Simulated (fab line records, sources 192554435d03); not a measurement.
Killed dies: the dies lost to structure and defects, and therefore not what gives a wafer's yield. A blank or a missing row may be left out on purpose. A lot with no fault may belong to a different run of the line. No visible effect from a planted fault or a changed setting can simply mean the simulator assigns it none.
One fault through the eyes of 2 desks    flow n5 finfet    every desk sees just its own numbers, and what lay behind them comes last

== THE TOOL OWNER'S DESK: rie metal-03 ==
The tool's own readings at N5_GATE_CUT_ETCH_56 (etches TiN in Cl2/Ar, target depth 21.6 nm): means of the sampled wafers that have a number, for each lot that ran on this tool. The brackets show how far a lot's mean lies from the usual mean; more than 4 standard deviations puts the lot out of limits, marked OUT.
Columns: A = drypump motor current A at N5_GATE_CUT_ETCH_56, usual 6.0 A; B = mfc cl2 sccm at N5_GATE_CUT_ETCH_56, usual 39.99 sccm; C = oes product au at N5_GATE_CUT_ETCH_56, usual 0.75 a.u.; D = throttle valve pct at N5_GATE_CUT_ETCH_56, usual 20.8 %
lot   first seen here  A    B                 C     D
L639  day 4 15:12      6.1  40.04             0.77  20.8
L640  day 4 20:55      6.1  39.85             0.70  20.7
L644  day 5 21:58      6.1  41.07 (+8.3) OUT  0.77  20.9
L648  day 6 22:20      6.1  40.02             0.79  20.8
L656  day 9 02:41      6.1  40.06             0.79  20.8
L661  day 10 03:50     6.2  40.03             0.71  20.7
This desk finds L644 out of limits, L644 being first, at day 5 21:58 (mfc cl2 sccm at N5_GATE_CUT_ETCH_56). In limits: L639, L640, L648, L656, L661.

== FROM THE METROLOGY DESK ==
What the gauges read for every lot (on any tool): the sampled wafers with a number, averaged. The brackets show how far a lot's mean lies from the usual mean; more than 4 standard deviations puts the lot out of limits, marked OUT. Only the readings that lie furthest out on some lot appear, 7 of the 10 it has.
Columns: A = IOFF_N at N5_BEOL_M4_RC_MEAS_101, usual 0.145 nA/um; B = IOFF_P at N5_BEOL_M4_RC_MEAS_101, usual 0.20 nA/um; C = ION_P at N5_BEOL_M4_RC_MEAS_101, usual 462 uA/um; D = SS_N at N5_BEOL_M4_RC_MEAS_101, usual 71.3 mV/dec; E = SS_P at N5_BEOL_M4_RC_MEAS_101, usual 73.1 mV/dec; F = VT_N at N5_BEOL_M4_RC_MEAS_101, usual 251 mV; G = VT_P at N5_BEOL_M4_RC_MEAS_101, usual -251 mV
lot   first seen here  A      B     C    D     E     F    G
L640  day 9 00:02      0.167  0.22  463  71.2  74.1  246  -250
L639  day 9 01:55      0.153  0.20  455  71.4  73.7  251  -252
L644  day 10 16:01     0.192  0.28  474  72.1  74.4  248  -243
L648  day 11 01:15     0.130  0.20  474  70.3  72.5  249  -250
L653  day 12 12:25     0.133  0.18  460  71.3  73.1  253  -253
L655  day 13 03:14     0.136  0.20  454  71.5  73.2  255  -253
L656  day 13 08:16     0.153  0.21  463  72.1  73.6  252  -251
L657  day 13 14:29     0.151  0.19  463  70.6  73.1  249  -254
L660  day 13 19:15     0.140  0.20  460  71.5  73.2  251  -249
L661  day 13 23:03     0.143  0.19  458  70.9  72.9  250  -251
This desk's finding: nothing out of limits on any of the 10 lots.

== ALL TOGETHER ==
On L644, at day 5 21:58, an alarm was possible from the tool owner's desk.
The metrology desk saw nothing out of limits.
The metrology desk has L644 on record, within its limits.
On rie metal-03, each named lot ran N5_GATE_CUT_ETCH_56.

== WHAT THE SIMULATOR HAD INSERTED ==
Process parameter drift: rie metal-03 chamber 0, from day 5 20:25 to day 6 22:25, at N5_GATE_CUT_ETCH_56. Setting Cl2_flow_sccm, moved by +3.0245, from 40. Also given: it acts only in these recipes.
Lots struck among those shown: L644.
Hours from the fault's start to each desk's first reading out of limits: the tool owner's desk, 2.
